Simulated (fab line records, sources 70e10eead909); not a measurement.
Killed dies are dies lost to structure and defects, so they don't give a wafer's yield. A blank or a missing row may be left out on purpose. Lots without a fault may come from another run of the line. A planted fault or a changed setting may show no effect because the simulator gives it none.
Which tool did it? | flow nand_harc | 14 lots, 42 wafers sampled, at 2 steps of a route of 1159

WHAT THE GAUGES READ, wafer by wafer
NHARC_A_M1_INSPECT_27. Usual: raw_defect_count 431, standard deviation 96.
lot  | measured     | on                | raw_defect_count | flag
L855 | day 18 02:14 | defect_inspect-02 | 659 602 298      |
L853 | day 18 10:38 | defect_inspect-02 | 365 429 284      |
L856 | day 18 11:34 | defect_inspect-01 | 445 404 491      |
L851 | day 18 22:03 | defect_inspect-01 | 350 373 545      |
L854 | day 18 22:14 | defect_inspect-01 | 463 347 385      |
L857 | day 19 05:44 | defect_inspect-01 | 307 387 329      |
L859 | day 19 21:04 | defect_inspect-01 | 615 495 645      |
L861 | day 20 01:00 | defect_inspect-01 | 322 364 296      |
L858 | day 20 02:06 | defect_inspect-01 | 557 353 493      |
L866 | day 20 14:47 | defect_inspect-02 | 562 402 642      |
L862 | day 20 15:10 | defect_inspect-02 | 633 619 441      |
L864 | day 21 07:34 | defect_inspect-01 | 294 559 361      |
L871 | day 22 13:46 | defect_inspect-02 | 499 490 439      |
L872 | day 23 06:01 | defect_inspect-02 | 331 489 343      |

NHARC_A_BONDPAD_OVL_MEAS_35. Usual: overlay_x_nm -1 nm, standard deviation 6.7; overlay_y_nm 0 nm, standard deviation 5.8.
lot  | measured     | on         | overlay_x_nm (nm) | overlay_y_nm (nm) | flag
L855 | day 18 04:14 | overlay-02 | -5 -6 -6          | 2 3 2             |
L853 | day 18 12:37 | overlay-01 | -3 -2 -2          | 0 -1 -1           |
L856 | day 18 13:28 | overlay-01 | -7 -7 -7          | -14 -14 -13       |
L851 | day 19 00:06 | overlay-01 | 2 2 1             | -7 -7 -7          |
L854 | day 19 00:16 | overlay-02 | 4 5 4             | 2 2 3             |
L857 | day 19 07:45 | overlay-02 | -9 -9 -9          | -4 -3 -3          |
L859 | day 19 22:57 | overlay-02 | -10 -10 -10       | 6 6 6             |
L861 | day 20 03:02 | overlay-02 | -3 -3 -2          | -1 -1 -1          |
L858 | day 20 04:34 | overlay-01 | 6 6 6             | -3 -3 -3          |
L866 | day 20 16:47 | overlay-01 | 0 0 0             | 10 9 9            |
L862 | day 20 17:12 | overlay-01 | 4 4 5             | -1 -1 -1          |
L864 | day 21 09:52 | overlay-01 | 3 3 3             | 0 1 0             |
L871 | day 22 15:41 | overlay-02 | -10 -10 -10       | -6 -6 -6          |
L872 | day 23 08:02 | overlay-01 | 9 8 8             | 1 1 1             |

WHICH TOOL RAN EACH LOT (tool, then ch and the chambers of the sampled wafers, then the start)
The record holds no process step before these readings.

WHAT THE TOOLS THEMSELVES READ (means of the sampled wafers that have a number; where no wafer has one, the mark that the record gives instead)
The record holds no such reading with a usual standard deviation.

THE ANSWER, worked out from the rows above alone
Rule: a lot is off if the mean of its wafers that have a number lies more than 3 standard deviations from the usual mean. A lot without any number at a reading at which 4 lots or more have one is off too. The other lots that the step has rows for count as sound. The gauges are gone through in route order, then the tools' own readings, and for those a lot's mean is taken as printed above. The first step at which some lot is off is used, and at that step the reading that is off furthest; a lot without a number counts as furthest.
No lot is off at any reading shown: from this, nothing can be told.

WHAT THE SIMULATOR HAD PUT IN
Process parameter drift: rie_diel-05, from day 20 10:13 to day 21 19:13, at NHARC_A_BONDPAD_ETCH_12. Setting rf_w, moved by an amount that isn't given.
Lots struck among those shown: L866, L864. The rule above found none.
